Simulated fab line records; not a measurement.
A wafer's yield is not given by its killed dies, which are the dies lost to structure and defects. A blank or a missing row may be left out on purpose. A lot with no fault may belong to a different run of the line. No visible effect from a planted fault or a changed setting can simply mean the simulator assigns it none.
What tool caused it? -- flow n5Finfet -- 11 lots with 31 wafers sampled at 3 steps, on a route of 1938 steps

== WHAT EACH GAUGE READ, for each wafer ==
N5_BEOL_M6_OCD_MEAS_38.
lot,measured,on,trenchDepthNm (nm)
L889,day 9 17:59,ocd-01,95.5 92.8 97.2
L888,day 9 20:59,ocd-02,96.8 95.2 92.0
L890,day 10 05:58,ocd-01,98.2 93.4
L892,day 11 02:40,ocd-02,92.6 91.9
L895,day 12 01:27,ocd-01,91.1 91.5 96.9
L898,day 12 09:59,ocd-01,94.0 97.8 96.6
L902,day 12 15:02,ocd-02,96.7 94.3 95.2
L900,day 12 15:04,ocd-02,98.6 95.1 91.6
L905,day 13 22:16,ocd-01,97.0 94.9 91.8
L909,day 14 19:59,ocd-02,93.3 96.7 96.8
L907,day 15 00:18,ocd-01,95.6 92.4 93.4

== TOOL THAT RAN EACH LOT (tool first, then ch and the chambers of the sampled wafers, then the start) ==
lot,N5_BEOL_M6_VIA_ETCH_34,N5_BEOL_M6_TRENCH_ETCH_37
L889,"rieDiel-05 ch 0,3, day 9 17:45","rieDiel-05 ch 0,3, day 9 17:59 or earlier"
L888,"rieDiel-06 ch 1,2,3, day 9 20:44","rieDiel-06 ch 1,2,3, day 9 20:59 or earlier"
L890,"rieDiel-06 ch 0,3, day 10 05:44","rieDiel-06 ch 0,3, day 10 05:58 or earlier"
L892,"rieDiel-01 ch 1,3, day 11 02:25","rieDiel-01 ch 1,3, day 11 02:40 or earlier"
L895,"rieDiel-01 ch 1,2,3, day 12 01:12","rieDiel-01 ch 1,2,3, day 12 01:27 or earlier"
L898,"rieDiel-06 ch 0,1,2, day 12 09:45","rieDiel-06 ch 0,1,2, day 12 09:59 or earlier"
L902,"rieDiel-05 ch 1,2, day 12 14:47","rieDiel-05 ch 1,2, day 12 15:02 or earlier"
L900,"rieDiel-06 ch 0,1,3, day 12 14:49","rieDiel-06 ch 0,1,3, day 12 15:04 or earlier"
L905,"rieDiel-06 ch 0,1,3, day 13 22:01","rieDiel-06 ch 0,1,3, day 13 22:16 or earlier"
L909,"rieDiel-06 ch 0,2,3, day 14 19:44","rieDiel-06 ch 0,2,3, day 14 19:59 or earlier"
L907,"rieDiel-01 ch 0,1,3, day 15 00:03","rieDiel-01 ch 0,1,3, day 15 00:18 or earlier"
- N5_BEOL_M6_VIA_ETCH_34: etches SiCOH lowk in C4F6/O2, target depth 126.3 nm, time 50.9 s.
- N5_BEOL_M6_TRENCH_ETCH_37: etches SiCOH lowk in C4F6/O2, target depth 94.435 nm, time 31.5 s.

== THE ANSWER, worked out from the rows above alone ==
Rule: the usual values come from the lots themselves. The widest of any qualifying gaps counts: lots, ordered by their means at a reading, are off when they make up no more than a third of the lots, leave a main group of 4 or more, and stand apart from it by 3 or more times the standard deviation of that group's means. A main group whose means are all the same, to the digits that the tables above print for the reading, isn't used. A lot without any number at a reading at which 4 lots or more have one is off too. Any other lot the step has rows for is counted as sound.
Nothing can be told from this: no lot is off at any reading shown.

== WHAT THE SIMULATOR HAD PUT IN ==
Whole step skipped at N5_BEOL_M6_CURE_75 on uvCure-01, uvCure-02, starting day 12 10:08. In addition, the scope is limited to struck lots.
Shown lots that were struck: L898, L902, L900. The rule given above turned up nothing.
